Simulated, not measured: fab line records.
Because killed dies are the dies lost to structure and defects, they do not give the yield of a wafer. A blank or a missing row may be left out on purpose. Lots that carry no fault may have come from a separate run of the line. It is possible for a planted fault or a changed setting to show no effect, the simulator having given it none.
8D (eight disciplines) problem report, filled in by code + flow n5-finfet + the parts of the form that need people (team, actions taken, sign-off) are left out

## 1. WHAT IS WRONG
VT_N_LONG at N5_BEOL_M4_RC_MEAS_101 reads a mean of 480.5 mV on 1 wafer of 1 lot; wafers without a fault read 275.0 mV with a standard deviation of 2. So: +99 or more standard deviations from the usual mean.
First observed at day 14 10:26: wafer L541.1, on prober-02. Wafers with a number at this step in the record: 27, from 9 lots. Rule for "out", or "out of limits": more than 4 standard deviations from the usual mean. All remaining wafers that have a number are taken as sound.

## 2. WHAT IT IS, AND WHAT IT ISN'T
| question                    | is                                                                            | is not                                          |
|-----------------------------|-------------------------------------------------------------------------------|-------------------------------------------------|
| which readings at this step | VT_N_LONG, IOFF_N, IOFF_N_85C, IOFF_N_LIN, IOFF_N_LONG, ION_N, VT_N, VT_N_LVT | DIBL_N, DIBL_P, IOFF_P, ION_P, SS_N, SS_P, VT_P |
| which lots                  | L541                                                                          | L521, L526, L527, L529, L531, L532, L535, L537  |
| which wafers of those lots  | L541.1                                                                        | L541.2, L541.6                                  |
| read on which gauges        | prober-02                                                                     | prober-01                                       |
| when                        | from day 14 10:26                                                             | up to then (26 sound wafers)                    |

## 3. WHAT RULES OUT EACH SUSPECT
Counting: a tool at a process step up to the reading stays a suspect if it ran every lot that is out. Sound lots after the first of them don't rule it out here, since some wafers of a struck lot are sound.
- ruled out: the gauge at N5_BEOL_M4_RC_MEAS_101. All the wafers that are out were read on prober-02, but those of them that N5_HKMG_FIN_ETCH_35 has rows for are out there too, on other tools.
- rie-diel-06 at N5_HKMG_FIN_ETCH_32 (etches SOC in N2/H2, target depth 240 nm, time 300 s): kept. The lot that is out, L541, ran on it at day 9 04:10; the last sound lot it ran before that was L537, at day 8 03:49.
- rie-diel-06 at N5_HKMG_FIN_ETCH_35 (etches SOC in N2/H2, target depth 215.8 nm, time 243.4 s): kept. The lot that is out, L541, ran on it at day 9 04:23; the last sound lot it ran before that was L537, at day 8 04:00. Its own readings are out on those wafers: run-length-s.
- ald-metal-01 at N5_HKMG_FIN_ALD_91 (deposits TiN, target thk 1 nm, pulse time 1 s, purge time 3 s): kept. The lot that is out, L541, ran on it at day 9 05:04; the last sound lot it ran before that was L531, at day 6 20:43.
- At N5_HKMG_FIN_ETCH_32, inside rie-diel-06: chamber 1 took the wafers that are out, while their sound lot-mates went through chambers 0, 2.
- At N5_HKMG_FIN_ETCH_35, inside rie-diel-06: chamber 1 took the wafers that are out, while their sound lot-mates went through chambers 0, 2.
- The sound lot-mates ran in chamber 3 of ald-metal-01 at N5_HKMG_FIN_ALD_91, but the wafers that are out ran in chamber 1.
After the count, these remain: rie-diel-06 at N5_HKMG_FIN_ETCH_32, rie-diel-06 at N5_HKMG_FIN_ETCH_35 and ald-metal-01 at N5_HKMG_FIN_ALD_91.

## 4. THE CAUSE (what the simulator had put in)
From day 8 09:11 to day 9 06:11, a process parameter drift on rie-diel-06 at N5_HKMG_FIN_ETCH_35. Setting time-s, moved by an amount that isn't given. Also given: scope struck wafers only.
Of the 3 suspects that counting leaves, this tool is one.

## 5. THE EFFECT CHAIN, in route order
Rows list readings where the struck wafers' mean (over those with a number) sits beyond 3 standard deviations from the usual. Only readings whose record carries a usual standard deviation are examined. hours: median over the lots of the time between each lot's start at the first step of this table that gives one and its start at this step. sigmas: the change, counted in usual standard deviations.
| hours | step                    | reading          | usual          | on struck wafers | change    | sigmas      |
|-------|-------------------------|------------------|----------------|------------------|-----------|-------------|
| 0     | N5_HKMG_FIN_ETCH_35     | run-length-s     | 266.8 s        | 123.1            | -143.7    | -99 or more |
| 126   | N5_BEOL_M4_RC_MEAS_101  | IOFF_N           | 0.15 nA/um     | 0.00             | -0.15     | -4.8        |
| 126   | N5_BEOL_M4_RC_MEAS_101  | IOFF_N_85C       | 3.0 nA/um      | 0.0              | -3.0      | -5.9        |
| 126   | N5_BEOL_M4_RC_MEAS_101  | IOFF_N_LIN       | 0.071 nA/um    | 0.000            | -0.071    | -5.9        |
| 126   | N5_BEOL_M4_RC_MEAS_101  | IOFF_N_LONG      | 5.53e-05 nA/um | 3.08e-05         | -2.45e-05 | -9.4        |
| 126   | N5_BEOL_M4_RC_MEAS_101  | ION_N            | 668 uA/um      | 239              | -429      | -39         |
| 126   | N5_BEOL_M4_RC_MEAS_101  | VT_N             | 251 mV         | 462              | +211      | +59         |
| 126   | N5_BEOL_M4_RC_MEAS_101  | VT_N_LONG        | 275.0 mV       | 480.5            | +205.5    | +99 or more |
| 126   | N5_BEOL_M4_RC_MEAS_101  | VT_N_LVT         | 99 mV          | 302              | +203      | +58         |
| 228   | N5_PASSIVATION_PROBE_49 | sort_bin_8_speed | 0.02 %         | 87.54            | +87.52    | +99 or more |
| 228   | N5_PASSIVATION_PROBE_49 | sort-n-pass      | 1077           | 0                | -1077     | -63         |
| 228   | N5_PASSIVATION_PROBE_49 | sort-yield-pct   | 91.2 %         | 0.0              | -91.2     | -65         |
The process steps in it:
- N5_HKMG_FIN_ETCH_35: etches SOC in N2/H2, target depth 215.8 nm, time 243.4 s.
- N5_PASSIVATION_PROBE_49

## 6. WHAT WOULD HAVE CAUGHT IT SOONER
The first out-of-limits reading at a measuring or inspecting step in this record came at day 14 10:26, 145 hours after the fault's start at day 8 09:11.
At N5_HKMG_FIN_ETCH_35, the tool's own readings (run-length-s) were out on each struck wafer the step has a row for, so an alarm limit on them would have fired on the first such wafer.
Each of the lots that are out, 1 in all, had begun N5_HKMG_FIN_ETCH_35 on rie-diel-06 no later than day 14 10:26. Had the tool been put on hold then, not one of them would have been saved.
